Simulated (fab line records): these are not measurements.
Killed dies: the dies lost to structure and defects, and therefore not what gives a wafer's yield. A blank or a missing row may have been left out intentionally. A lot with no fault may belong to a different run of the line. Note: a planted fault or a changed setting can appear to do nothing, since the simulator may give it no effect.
fab line records	flow n5Finfet
record lots=6	wafers=18	lastDay=18
route steps=1938 shown BEOL_M0_SAQP@651 BEOL_M4@1111 PASSIVATION@1936
lots that met no fault: from a run of the same line without faults
startH: hours from the record's opening day to when the first of the lot's shown wafers began	waitH: time in hours since the lot's previous step	" repeats the value in the row above	L1.1+2: a row that stands for several wafers	- no value, or no start was given	* or withheld: withheld	< > ~ a bound
route shown NAME@n: names a module that has steps shown in the file, with the first one's number in the route	usual: mean/standard deviation taken from wafers without a fault	same: alike in all rows	chamber/n: place in a boat	sites: each site's reading	_std_site: how widely they spread, as a standard deviation	_edge_site: outer sites' mean less inner sites'	radiusMm: for every site, how far away it sits from the centre of the wafer	mask NAME#n: copy n	behind: the most recent tool/chamber to have shaped the wafer	hold: reason for holding the lot/hours on hold/outcome of the hold	device: names the non-switching transistor (n, p or np)	end of line: tests of these same wafers at the route's end	a step given without rows: its recipe and nothing more	killed: count of dies lost to structure and defects at first sort (not the wafer's yield)	map: per-die view of a wafer (x killed, . not killed, _ where there is no die)
set.NAME: the run value of the setting; set.NAME@STEP: its run value at that earlier step	model.NAME: the simulator's own value behind a step, which no gauge read
lots at selected steps of the route; one table per step, one row per wafer
services: the hour from which a tool's chamber was out of use, counted from the record's first day as startH (under 0 if before that day), plus the number of hours and why
## steps
# step N5_BEOL_M0_SAQP_INSPECT_16
# recipe mode=adi	inspectInstrument=brightfield
# usual rawDefectCount=467/120
lot.wafer	tool	chamber	startH	waitH	rawDefectCount
L195.1	defectInspect-01	-	119.84	0.0	361
L195.2	"	-	"	"	319
L195.3	"	-	"	"	341
L198.2	defectInspect-02	-	131.35	0.0	471
L198.3	"	-	"	"	385
L198.5	"	-	"	"	370
L202.1	defectInspect-01	-	152.25	0.0	359
L202.2	"	-	"	"	400
L202.6	"	-	"	"	313
L206.2	defectInspect-02	-	178.85	0.0	497
L206.4	"	-	"	"	487
L206.6	"	-	"	"	352
L210.1	defectInspect-01	-	202.22	0.0	444
L210.4	"	-	"	"	547
L210.6	"	-	"	"	405
L217.1	defectInspect-01	-	242.92	0.0	590
L217.2	"	-	"	"	493
L217.4	"	-	"	"	435
# step N5_BEOL_M0_SAQP_DESCUM_19
# recipe chemistry=O2	timeS=7.9	sourcePowerW=50	biasPowerW=20	pressureMtorr=20	rfFrequencyHz=2.712e+07	tempC=40	resist=CAR-ArF	o2FlowSccm=225
# step N5_BEOL_M0_SAQP_ETCH_83
# recipe chemistry=CF4	target=SiARC	targetDepthA=390	maskMaterial=CAR-ArF	timeS=65	ionEnergyEv=80	pressureMtorr=40	sourceW=545	biasW=36	Ar_flow_sccm=100	cf4FlowSccm=100	ends=cleared
# usual drypumpMotorCurrentA=5.8/0.59	etchRfOnTimeS=65.5/1.7	oesProductAu=0.68/0.081	rfFwdPowerW=539.2/2.2	rfVppV=184.0/1.1	showerheadPlenumPTorr=2.14/0.063	throttleValvePct=15.63/0.28
lot.wafer	tool	chamber	startH	waitH	drypumpMotorCurrentA	etchRfOnTimeS	oesProductAu	rfFwdPowerW	rfHoursCounterH	rfVppV	showerheadPlenumPTorr	throttleValvePct
L195.1	rieDiel-01	3	119.91	0.0	6.3	65.5	0.77	542.2	36	182.1	2.10	15.39
L195.2	"	0	"	"	4.8	64.0	0.79	539.5	24	185.8	2.18	15.36
L195.3	"	1	"	"	5.2	63.9	0.63	539.5	188	184.8	2.11	15.86
L198.2	rieDiel-04	2	131.43	0.0	5.7	66.4	0.79	540.3	4	183.7	2.21	15.61
L198.3	"	2	"	"	5.7	67.1	0.79	538.8	-	184.3	2.21	15.61
L198.5	"	2	"	"	5.7	66.9	0.78	542.5	-	185.0	2.21	15.60
L202.1	rieDiel-03	1	152.32	0.0	5.3	63.3	0.65	533.7	162	185.4	2.14	15.46
L202.2	"	2	"	"	5.5	67.6	0.59	538.0	216	182.9	2.04	15.84
L202.6	"	0	"	"	5.0	64.8	0.73	539.6	-	184.4	2.17	15.15
L206.2	rieDiel-01	3	178.92	0.0	6.3	65.4	0.75	536.3	56	183.9	2.10	15.43
L206.4	"	1	"	"	5.2	65.0	0.61	538.8	208	184.8	2.10	15.90
L206.6	"	2	"	"	6.1	61.9	0.83	538.5	-	183.2	2.10	15.18
L210.1	rieDiel-03	3	202.29	0.0	6.2	66.8	0.61	540.5	209	184.7	2.22	15.72
L210.4	"	1	"	"	5.3	63.2	0.65	533.4	176	183.3	2.14	15.50
L210.6	"	0	"	"	5.0	64.5	0.73	542.2	-	185.1	2.17	15.18
L217.1	rieDiel-03	2	242.99	0.0	5.5	67.1	0.57	537.0	242	183.8	2.04	15.90
L217.2	"	0	"	"	5.0	64.0	0.72	544.5	85	182.6	2.16	15.21
L217.4	"	3	"	"	6.2	66.3	0.60	542.6	221	184.5	2.21	15.74
# step N5_BEOL_M0_SAQP_ETCH_84
# recipe chemistry=N2/H2	target=SOC	targetDepthA=1000	overetchA=200	maskMaterial=SiARC	tempC=40	timeS=150	ionEnergyEv=200	pressureMtorr=30	sourceW=840	biasW=150	n2FlowSccm=200	h2FlowSccm=200
# usual drypumpMotorCurrentA=5.8/0.59	oesProductAu=0.72/0.079	rfFwdPowerW=837.0/2.9	rfVppV=523.7/2.2	showerheadPlenumPTorr=2.54/0.073	throttleValvePct=17.84/0.3
lot.wafer	tool	chamber	startH	waitH	drypumpMotorCurrentA	oesProductAu	rfFwdPowerW	rfHoursCounterH	rfVppV	showerheadPlenumPTorr	throttleValvePct
L195.1	rieDiel-01	3	119.96	0.0	6.4	0.80	836.3	36	523.3	2.49	17.61
L195.2	"	0	"	"	4.7	0.82	837.0	24	524.5	2.58	17.48
L195.3	"	1	"	"	5.2	0.65	835.5	188	522.3	2.52	18.13
L198.2	rieDiel-04	2	131.51	0.1	5.7	0.83	839.0	4	523.9	2.62	18.01
L198.3	"	2	"	"	5.7	0.83	842.1	-	527.2	2.62	18.03
L198.5	"	2	"	"	5.7	0.83	842.0	-	525.5	2.62	18.02
L202.1	rieDiel-03	1	152.37	0.0	5.3	0.68	833.0	162	522.5	2.54	17.69
L202.2	"	2	"	"	5.5	0.63	835.1	216	519.9	2.40	17.97
L202.6	"	0	"	"	5.0	0.77	836.6	-	525.6	2.58	17.34
L206.2	rieDiel-01	3	178.97	0.0	6.4	0.78	831.3	56	523.4	2.48	17.66
L206.4	"	1	"	"	5.2	0.64	834.6	208	524.9	2.52	18.16
L206.6	"	2	"	"	6.1	0.84	836.1	-	521.2	2.51	17.48
L210.1	rieDiel-03	3	202.34	0.0	6.3	0.65	840.4	209	526.9	2.62	17.72
L210.4	"	1	"	"	5.3	0.67	829.3	176	523.2	2.53	17.72
L210.6	"	0	"	"	5.0	0.76	838.4	-	525.0	2.57	17.36
L217.1	rieDiel-03	2	243.04	0.0	5.5	0.61	835.9	242	520.8	2.39	18.01
L217.2	"	0	"	"	5.1	0.75	837.0	85	524.5	2.57	17.40
L217.4	"	3	"	"	6.3	0.64	839.1	221	525.7	2.61	17.73
# step N5_BEOL_M0_SAQP_STRIP_80
# recipe chemistry=N2/H2	tempC=40	n2FlowSccm=200	h2FlowSccm=200	rfFrequencyHz=6e+07
# step N5_BEOL_M0_SAQP_HM_OPEN_112
# recipe chemistry=CHF3/O2	target=SiO2	stopOn=a-Si	targetDepthA=120	overEtchFrac=1.25	maskMaterial=SOC	timeS=13.5	pressureMtorr=30	sourceW=650	biasW=170	Ar_flow_sccm=200	CHF3_flow_sccm=50	O2_flow_sccm=5	ionEnergyEv=200	ends=endPoint
# step N5_BEOL_M0_SAQP_STRIP_113
# recipe chemistry=CHF3/O2	resist=SiARC	rfFrequencyHz=6e+07
# step N5_BEOL_M0_SAQP_MANDREL_ETCH_20
# recipe targetDepthA=600	chemistry=HBr/Cl2	target=a-Si	stopOn=SiNx	btTimeS=10	maskMaterial=SOC	overEtchFrac=0.5	timeS=30	pressureMtorr=10	icpW=800	biasW=75	HBr_flow_sccm=150	Cl2_flow_sccm=80	ends=endPoint
# step N5_BEOL_M0_SAQP_STRIP_86
# recipe chemistry=N2/H2	powerW=500	tempC=40	pressureMtorr=50	rfFrequencyHz=6e+07	overashFraction=0.3	biasPowerW=28	h2Frac=0.5	n2FlowSccm=300	h2FlowSccm=300
# step N5_BEOL_M0_SAQP_STRIP_115
# recipe chemistry=postEtchResidueRemover	timeS=60	tempC=25	removerPh=withheld	removerWaterWtPct=withheld	removerFluorideWtPct=withheld
# step N5_BEOL_M0_SAQP_SRD_93
# recipe dry=ipaMarangoni	timeS=30	tempC=23	rinseLiquid=diw
# step N5_BEOL_M0_SAQP_RECESS_114
# recipe chemistry=HF/NH3	target=SiO2	targetDepthA=144	afsCycles=3	tempC=30	sublimationTempC=180	sublimationTimeS=60
# usual drypumpMotorCurrentA=5.8/0.63
lot.wafer	tool	chamber	startH	waitH	drypumpMotorCurrentA
L195.1	vaporEtch-02	1	120.43	0.1	6.4
L195.2	"	0	"	"	6.1
L195.3	"	1	"	"	6.4
L198.2	vaporEtch-02	1	132.01	0.0	6.4
L198.3	"	0	"	"	6.1
L198.5	"	0	"	"	6.1
L202.1	vaporEtch-01	0	152.79	0.0	4.8
L202.2	"	1	"	"	6.1
L202.6	"	1	"	"	6.1
L206.2	vaporEtch-01	1	179.39	0.0	6.1
L206.4	"	1	"	"	6.1
L206.6	"	1	"	"	6.1
L210.1	vaporEtch-01	1	202.76	0.0	6.1
L210.4	"	1	"	"	6.1
L210.6	"	0	"	"	4.8
L217.1	vaporEtch-02	0	243.46	0.0	6.1
L217.2	"	1	"	"	6.4
L217.4	"	1	"	"	6.4
# step N5_BEOL_M0_SAQP_SPACER1_ALD_98
# recipe material=SiO2	targetThkA=128	tempC=300	aldPrecursorFamily=BDEAS	aldCoReactant=O2-plasma	pulseTimeS=1	purgeTimeS=2	coReactantPurgeTimeS=2	aldCycles=138	pressureTorr=2
# usual aldCycles=138/0	heaterPowerOuterW=266/24	heaterPowerW=481/43	precursorPulseHeightRel=1.001/0.021
lot.wafer	tool	chamber	startH	waitH	aldCycles	heaterPowerOuterW	heaterPowerW	precursorPulseHeightRel	model.SiO2_of_BEOL_M0_SAQP_SPACER1_ALD_98.thkNm
L195.1	aldSin-02	0	120.82	0.3	138	261	515	1.041	12.8
L195.2	"	3	"	"	138	228	434	0.999	12.8
L195.3	"	2	"	"	138	272	533	1.003	12.8
L198.2	aldSin-02	2	132.40	0.3	138	266	531	1.002	12.8
L198.3	"	0	"	"	138	259	517	0.990	12.8
L198.5	"	3	"	"	138	232	433	1.007	12.8
L202.1	aldSin-02	0	153.17	0.3	138	260	521	1.022	12.8
L202.2	"	2	"	"	124	271	529	0.973	11.4
L202.6	"	0	"	"	138	259	516	1.029	12.8
L206.2	aldSin-02	0	179.78	0.3	124	261	522	0.994	11.4
L206.4	"	3	"	"	124	227	425	0.946	11.4
L206.6	"	1	"	"	138	312	545	0.961	12.8
L210.1	aldSin-01	1	203.26	0.3	138	276	447	1.013	12.8
L210.4	"	3	"	"	138	272	481	0.987	12.6
L210.6	"	3	"	"	138	271	511	0.982	12.6
L217.1	aldSin-03	2	243.84	0.3	138	265	443	1.023	12.8
L217.2	"	3	"	"	138	261	439	1.031	12.8
L217.4	"	0	"	"	138	308	570	1.014	12.8
# step N5_BEOL_M0_SAQP_SPACER1_ETCHBACK_99
# recipe chemistry=CHF3/O2	mode=anisotropicEtchback	target=SiO2	targetDepthA=154	timeS=7.7	pressureMtorr=30	sourceW=650	biasW=170	Ar_flow_sccm=200	CHF3_flow_sccm=50	O2_flow_sccm=5	ionEnergyEv=200
# usual drypumpMotorCurrentA=5.7/0.6	oesProductAu=0.81/0.099	rfFwdPowerW=646.2/2.1	rfVppV=528/11	showerheadPlenumPTorr=2.39/0.065	throttleValvePct=18.89/0.28
lot.wafer	tool	chamber	startH	waitH	drypumpMotorCurrentA	oesProductAu	rfFwdPowerW	rfHoursCounterH	rfVppV	showerheadPlenumPTorr	throttleValvePct
L195.1	rieDiel-03	2	121.48	0.4	5.5	0.70	643.5	205	535	2.30	19.11
L195.2	"	3	"	"	6.3	0.73	647.1	182	540	2.51	18.90
L195.3	"	0	"	"	5.0	0.89	648.9	48	529	2.44	18.40
L198.2	rieDiel-04	3	132.93	0.3	6.6	0.74	645.4	172	533	2.30	19.17
L198.3	"	3	"	"	6.6	0.74	643.6	-	534	2.30	19.16
L198.5	"	2	"	"	5.7	0.93	647.6	-	552	2.49	19.03
L202.1	rieDiel-01	0	153.74	0.3	4.7	0.91	645.4	36	516	2.45	18.70
L202.2	"	3	"	"	6.3	0.90	647.9	48	530	2.37	18.80
L202.6	"	1	"	"	5.2	0.72	649.5	-	513	2.37	19.14
L206.2	rieDiel-03	0	180.48	0.5	5.0	0.86	646.8	68	528	2.43	18.42
L206.4	"	1	"	"	5.3	0.77	640.6	171	532	2.42	18.85
L206.6	"	1	"	"	5.3	0.76	645.9	-	534	2.42	18.85
L210.1	rieDiel-04	2	203.81	0.3	5.7	0.86	650.1	28	551	2.48	19.05
L210.4	"	2	"	"	5.7	0.87	647.5	-	550	2.48	19.06
L210.6	"	3	"	"	6.6	0.72	644.5	-	533	2.29	19.19
L217.1	rieDiel-04	2	244.32	0.3	5.7	0.85	643.5	43	550	2.48	19.08
L217.2	"	1	"	"	6.5	0.77	643.0	121	538	2.43	19.00
L217.4	"	0	"	"	5.7	0.94	650.2	10	522	2.46	19.09
# step N5_BEOL_M0_SAQP_MANDREL1_REMOVE_100
# recipe chemistry=HBr/Cl2/O2	btTimeS=10	target=a-Si	stopOn=SiNx	endpoint=OES-SiCl	overEtchFrac=0.85	icpW=600	biasW=30	HBr_flow_sccm=150	Cl2_flow_sccm=80	O2_flow_sccm=5	pressureMtorr=10
# usual drypumpMotorCurrentA=5.7/0.54	oesProductAu=1.007/0.014	rfFwdPowerW=597.0/2	throttleValvePct=36.72/0.27
lot.wafer	tool	chamber	startH	waitH	drypumpMotorCurrentA	oesProductAu	rfFwdPowerW	rfHoursCounterH	throttleValvePct	model.SiO2_of_BEOL_M0_SAQP_SPACER1_ALD_98.thkNm	model.BEOL_M0_SAQP.cdNm
L195.1	rieSi-03	3	121.57	0.1	6.1	1.016	597.6	22	36.54	7.4	12.8
L195.2	"	1	"	"	5.3	1.007	600.4	159	36.91	7.4	12.8
L195.3	"	0	"	"	6.4	1.013	593.4	183	36.82	7.4	12.8
L198.2	rieSi-06	3	133.05	0.1	6.4	0.974	597.9	162	36.49	7.4	12.8
L198.3	"	0	"	"	5.2	0.999	596.7	2	36.88	7.4	12.8
L198.5	"	2	"	"	4.9	1.002	596.4	-	36.37	7.4	13
L202.1	rieSi-03	3	153.82	0.1	6.0	1.003	598.0	22	36.54	7.4	12.8
L202.2	"	0	"	"	6.4	1.017	596.7	184	36.81	6	11.4
L202.6	"	3	"	"	6.1	1.010	601.2	-	36.55	7.4	12.8
L206.2	rieSi-03	1	180.56	0.1	5.3	1.001	596.4	160	36.92	6	11.4
L206.4	"	3	"	"	6.1	1.011	599.1	23	36.55	6	11.2
L206.6	"	0	"	"	6.4	1.011	595.5	-	36.82	7.4	12.8
L210.1	rieSi-03	0	203.90	0.1	6.4	1.013	595.0	185	36.81	7.4	12.8
L210.4	"	3	"	"	6.0	1.012	599.3	23	36.53	7.2	12.6
L210.6	"	3	"	"	6.0	1.016	600.0	-	36.54	7.4	12.6
L217.1	rieSi-03	2	244.40	0.1	5.3	1.022	597.0	12	37.07	7.4	12.8
L217.2	"	1	"	"	5.3	1.021	597.4	162	36.91	7.6	12.8
L217.4	"	3	"	"	6.1	1.021	595.9	-	36.53	7.4	12.8
# step N5_BEOL_M0_SAQP_CD_MEAS_25
# recipe targetCdNm=13.1	landingEnergyEv=1000	detector=seInlens
# usual cdNm=12.78/0.24
lot.wafer	tool	chamber	startH	waitH	cdNm
L195.1	cdSem-02	0	121.68	0.1	12.99
L195.2	"	0	"	"	13.13
L195.3	"	0	"	"	12.69
L198.2	cdSem-02	0	133.17	0.1	12.51
L198.3	"	0	"	"	12.79
L198.5	"	0	"	"	13.22
L202.1	cdSem-01	0	153.93	0.1	12.71
L202.2	"	0	"	"	11.36
L202.6	"	0	"	"	12.56
L206.2	cdSem-02	0	180.67	0.1	11.13
L206.4	"	0	"	"	11.17
L206.6	"	0	"	"	12.79
L210.1	cdSem-03	0	204.01	0.1	12.60
L210.4	"	0	"	"	12.68
L210.6	"	0	"	"	12.26
L217.1	cdSem-02	0	244.51	0.1	13.03
L217.2	"	0	"	"	12.99
L217.4	"	0	"	"	12.67
# step N5_BEOL_M0_SAQP_ETCH_101
# recipe chemistry=CH3F/O2	target=SiNx	maskMaterial=SiO2	targetDepthA=299	timeS=42.7	pressureMtorr=30	sourceW=395	biasW=73	Ar_flow_sccm=150	CH3F_flow_sccm=30	O2_flow_sccm=20	ionEnergyEv=120
# usual drypumpMotorCurrentA=5.7/0.63	oesProductAu=0.81/0.092	rfFwdPowerW=393.3/1.3	rfVppV=301/6.4	showerheadPlenumPTorr=2.00/0.057	throttleValvePct=16.37/0.28
lot.wafer	tool	chamber	startH	waitH	drypumpMotorCurrentA	oesProductAu	rfFwdPowerW	rfHoursCounterH	rfVppV	showerheadPlenumPTorr	throttleValvePct
L195.1	rieDiel-04	1	121.78	0.1	6.5	0.81	391.4	90	305	2.03	16.40
L195.2	"	0	"	"	5.7	0.68	390.9	228	297	2.06	16.93
L195.3	"	2	"	"	5.7	0.95	395.3	1	312	2.07	16.42
L198.2	rieDiel-03	3	133.20	0.0	6.3	0.73	395.0	187	306	2.08	16.42
L198.3	"	2	"	"	5.5	0.70	391.7	209	305	1.91	16.61
L198.5	"	3	"	"	6.3	0.72	393.4	-	307	2.08	16.43
L202.1	rieDiel-01	3	154.05	0.1	6.3	0.89	393.3	48	301	1.97	16.26
L202.2	"	1	"	"	5.2	0.72	392.6	199	290	1.96	16.62
L202.6	"	0	"	"	4.7	0.91	391.5	-	293	2.03	16.13
L206.2	rieDiel-04	0	180.71	0.0	5.7	0.67	392.2	245	297	2.05	16.98
L206.4	"	2	"	"	5.7	0.89	391.2	21	314	2.07	16.45
L206.6	"	3	"	"	6.6	0.72	393.1	-	302	1.91	16.67
L210.1	rieDiel-01	0	204.07	0.1	4.7	0.88	393.5	52	293	2.03	16.15
L210.4	"	1	"	"	5.2	0.71	392.8	216	290	1.96	16.66
L210.6	"	0	"	"	4.7	0.88	394.1	-	292	2.03	16.15
L217.1	rieDiel-04	3	244.55	0.0	6.6	0.71	393.1	210	303	1.90	16.72
L217.2	"	1	"	"	6.5	0.77	394.7	121	304	2.02	16.45
L217.4	"	0	"	"	5.7	0.95	395.8	10	297	2.04	16.51
# step N5_BEOL_M4_RC_MEAS_101
# usual DIBL_N=35.9/1.7	DIBL_P=36.0/2.2	IOFF_N=0.16/0.031	IOFF_P=0.21/0.039	ION_N=678/13	ION_P=464/8.8	SS_N=71.5/0.61	SS_P=73.2/0.68	VT_N=249/3.3	VT_P=-250/3.8
lot.wafer	tool	chamber	startH	waitH	DIBL_N[mV/V]	DIBL_P[mV/V]	IOFF_N[nA/um]	IOFF_P[nA/um]	ION_N[uA/um]	ION_P[uA/um]	SS_N[mV/dec]	SS_P[mV/dec]	VT_N[mV]	VT_P[mV]
L195.1	prober-01	0	175.21	0.0	36.7	36.9	0.19	0.24	687	470	71.7	73.3	247	-247
L195.2	"	0	"	"	35.6	35.2	0.17	0.21	687	469	71.7	73.4	245	-250
L195.3	"	0	"	"	36.0	35.6	0.18	0.22	699	477	71.8	73.3	246	-248
L198.2	prober-01	0	193.50	0.2	35.3	37.2	0.15	0.20	688	471	71.1	74.0	252	-254
L198.3	"	0	"	"	34.2	35.5	0.13	0.17	663	458	71.0	72.8	253	-253
L198.5	"	0	"	"	34.9	37.3	0.14	0.20	675	458	71.3	73.6	253	-252
L202.1	prober-01	0	217.23	0.0	35.9	35.5	0.15	0.18	683	459	70.9	73.0	250	-254
L202.2	"	0	"	"	33.9	32.5	0.11	0.15	662	453	70.3	72.9	254	-256
L202.6	"	0	"	"	36.3	35.2	0.15	0.18	667	449	71.6	73.1	252	-255
L206.2	prober-02	0	235.56	0.2	37.9	38.5	0.19	0.22	684	469	71.8	73.8	247	-248
L206.4	"	0	"	"	38.8	40.5	0.20	0.26	689	472	71.7	74.3	245	-247
L206.6	"	0	"	"	37.8	39.4	0.19	0.25	677	465	72.4	73.5	245	-249
L210.1	prober-02	0	257.88	0.0	32.5	31.2	0.11	0.14	668	462	70.0	71.7	254	-258
L210.4	"	0	"	"	36.5	35.8	0.16	0.20	680	463	70.8	73.2	248	-252
L210.6	"	0	"	"	36.1	36.1	0.16	0.20	689	473	70.9	72.1	246	-252
L217.1	prober-02	0	313.75	0.0	37.4	37.5	0.17	0.22	683	462	72.3	73.0	250	-250
L217.2	"	0	"	"	36.9	36.5	0.15	0.21	677	463	71.5	73.4	249	-251
L217.4	"	0	"	"	36.4	34.9	0.15	0.19	681	458	71.9	73.0	249	-251
# step N5_PASSIVATION_PROBE_49
# usual defectLimitedYield=90.9/1.5	killed_at_M0_to_M3=36/10	killed_at_M4_up=13/5.5	killedAtContacts=12/5.6	killedAtFrontEnd=42/12	killedAtOther=4/3.2	killedDies=108/18	killedOpen=71/13	killedShort=34/7.8	sort_bin_5_function=5.4/1	sort_bin_6_memory=3.4/0.68	sortNPass=1072/18	sortYieldPct=90.9/1.5
# same grossDies=1180	killedAtBackSide=0	sort_bin_4_leakage[%]=0	sort_bin_8_speed[%]=0
lot.wafer	tool	chamber	startH	waitH	defectLimitedYield[%]	killed_at_M0_to_M3	killed_at_M4_up	killedAtContacts	killedAtFrontEnd	killedAtOther	killedDies	killedOpen	killedShort	sort_bin_5_function[%]	sort_bin_6_memory[%]	sortNPass	sortYieldPct[%]
L198.2	prober-02	-	289.21	0.1	90.8	27	10	11	59	1	108	73	34	4.9	3.9	1072	90.8
L198.3	prober-02	-	289.26	0.1	90.8	37	14	6	49	3	109	78	31	5.4	3.6	1071	90.8
L198.5	prober-02	-	289.36	0.2	92.4	30	12	7	40	1	90	53	36	4.1	3.1	1090	92.4
L202.1	prober-01	-	320.15	0.0	91.2	47	10	15	32	0	104	66	35	5.9	2.6	1076	91.2
L202.2	prober-01	-	320.20	0.1	93.1	33	7	4	34	3	81	55	25	3.7	2.9	1099	93.1
L206.2	prober-02	-	336.88	0.1	90.8	31	14	9	52	3	109	74	34	5.3	3.6	1071	90.8
L206.4	prober-02	-	336.98	0.2	90.2	57	14	14	25	6	116	72	44	6.0	3.6	1064	90.2
L206.6	prober-02	-	337.08	0.3	89.4	54	15	5	48	3	125	77	45	5.8	4.3	1055	89.4
# killed by level:class
L198.2 FIN_SAQP:geometricParticle:open=16 FIN_SAQP:geometricParticle:short=13 STI_FIN_REVEAL:geometricParticle:open=11 BEOL_M0_SAQP:geometricParticle:open=10 MOL_CONTACT_COAG:geometricParticle:open=8 BEOL_M0_SAQP:geometricParticle:short=6 GATE_CUT:geometricParticle:open=4 BEOL_M1:geometricParticle:open=4
L198.3 STI_FIN_REVEAL:geometricParticle:open=15 BEOL_M0_SAQP:geometricParticle:short=8 BEOL_M1:geometricParticle:open=8 FIN_SAQP:geometricParticle:open=7 DUMMY_GATE:geometricParticle:open=7 BEOL_M3:geometricParticle:open=7 FIN_SAQP:geometricParticle:short=6 BEOL_M4:geometricParticle:open=6
L198.5 STI_FIN_REVEAL:geometricParticle:open=8 BEOL_M0_SAQP:geometricParticle:short=8 FIN_SAQP:geometricParticle:short=5 DUMMY_GATE:geometricParticle:open=5 BEOL_M0_SAQP:geometricParticle:open=5 BEOL_M2:geometricParticle:open=5 BEOL_M3:geometricParticle:open=5 FIN_SAQP:geometricParticle:open=4
L202.1 FIN_SAQP:geometricParticle:open=13 MOL_CONTACT_COAG:geometricParticle:open=11 BEOL_M0_SAQP:geometricParticle:short=11 BEOL_M3:geometricParticle:open=9 BEOL_M2:geometricParticle:open=9 FIN_SAQP:geometricParticle:short=7 BEOL_M0_SAQP:geometricParticle:open=5 MOL_CONTACT_COAG:geometricParticle:short=4
L202.2 FIN_SAQP:geometricParticle:open=11 BEOL_M0_SAQP:geometricParticle:open=8 BEOL_M0_SAQP:geometricParticle:short=8 FIN_SAQP:geometricParticle:short=6 DUMMY_GATE:geometricParticle:open=5 BEOL_M1:geometricParticle:open=5 BEOL_M2:geometricParticle:open=5 MOL_CONTACT_COAG:geometricParticle:open=4
L206.2 STI_FIN_REVEAL:geometricParticle:open=15 DUMMY_GATE:geometricParticle:open=15 BEOL_M0_SAQP:geometricParticle:short=10 FIN_SAQP:geometricParticle:short=7 BEOL_M1:geometricParticle:open=7 BEOL_M0_SAQP:geometricParticle:open=7 MOL_CONTACT_COAG:geometricParticle:open=6 BEOL_M2:geometricParticle:open=4
L206.4 BEOL_M0_SAQP:geometricParticle:short=13 MOL_CONTACT_COAG:geometricParticle:open=11 BEOL_M2:geometricParticle:open=11 BEOL_M0_SAQP:geometricParticle:open=9 STI_FIN_REVEAL:geometricParticle:open=8 BEOL_M1:geometricParticle:open=7 BEOL_M2:geometricParticle:short=7 BEOL_M4:geometricParticle:open=4
L206.6 BEOL_M0_SAQP:geometricParticle:short=21 FIN_SAQP:geometricParticle:open=18 BEOL_M0_SAQP:geometricParticle:open=14 STI_FIN_REVEAL:geometricParticle:open=7 DUMMY_GATE:geometricParticle:open=7 BEOL_M2:geometricParticle:open=6 BEOL_M1:geometricParticle:open=6 BEOL_M4:geometricParticle:open=5
## services
tool	chamber	startH	hours	kind
rieDiel-04	2	97.76	-	clean
rieDiel-04	2	97.76	-	consumableReplace:focusRing
rieDiel-04	2	97.76	20.2	scheduledDown
rieDiel-04	2	97.76	20.2	ventCycle
rieSi-03	2	105.54	6.1	repair
rieDiel-01	2	107.64	-	clean
rieDiel-01	2	107.64	-	consumableReplace:focusRing
vaporEtch-01	-	115.02	0.4	repair
rieDiel-04	1	129.49	9.0	repair
rieDiel-04	0	130.52	10.4	repair
rieDiel-04	1	139.52	4.0	repair
rieSi-06	-	147.55	3.1	repair
aldSin-03	-	178.35	14.0	pm
rieSi-03	2	192.05	6.6	repair
rieDiel-04	0	197.34	-	clean
rieDiel-04	0	197.34	-	consumableReplace:focusRing
rieDiel-04	0	197.34	18.8	scheduledDown
rieDiel-04	0	197.34	18.8	ventCycle
aldSin-01	3	214.81	5.2	repair
rieDiel-04	1	221.30	13.8	repair
rieSi-03	1	229.94	3.7	repair
aldSin-02	-	237.80	1.3	repair
rieDiel-01	1	240.27	4.0	repair
aldSin-02	0	241.67	2.4	repair
## key
firstSign step=N5_BEOL_M0_SAQP_SPACER1_ALD_98	reading=aldCycles	direction=down	sigmas=99+	usual=*	struck=*
effect step=N5_BEOL_M0_SAQP_CD_MEAS_25	reading=cdNm	direction=down	sigmas=6.5	usual=12.78	struck=11.22
modelEffect step=N5_BEOL_M0_SAQP_SPACER1_ALD_98	value=SiO2_of_BEOL_M0_SAQP_SPACER1_ALD_98.thkNm	without=12.73	struck=11.4
modelEffect step=N5_BEOL_M0_SAQP_MANDREL1_REMOVE_100	value=SiO2_of_BEOL_M0_SAQP_SPACER1_ALD_98.thkNm	without=7.4	struck=6
metAt N5_BEOL_M0_SAQP_SPACER1_ALD_98
struckWafers L202.2,L206.2,L206.4
onsetBetween 132.40 153.17
fault kind=processParameterDrift	tool=aldSin-02	chamber=-	onsetH=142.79	steps=N5_BEOL_M0_SAQP_SPACER1_ALD_98	channel=aldCycles	offset=*	shape=step	endH=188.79	scope=struckWafersOnly	actsIn=*	stated=*
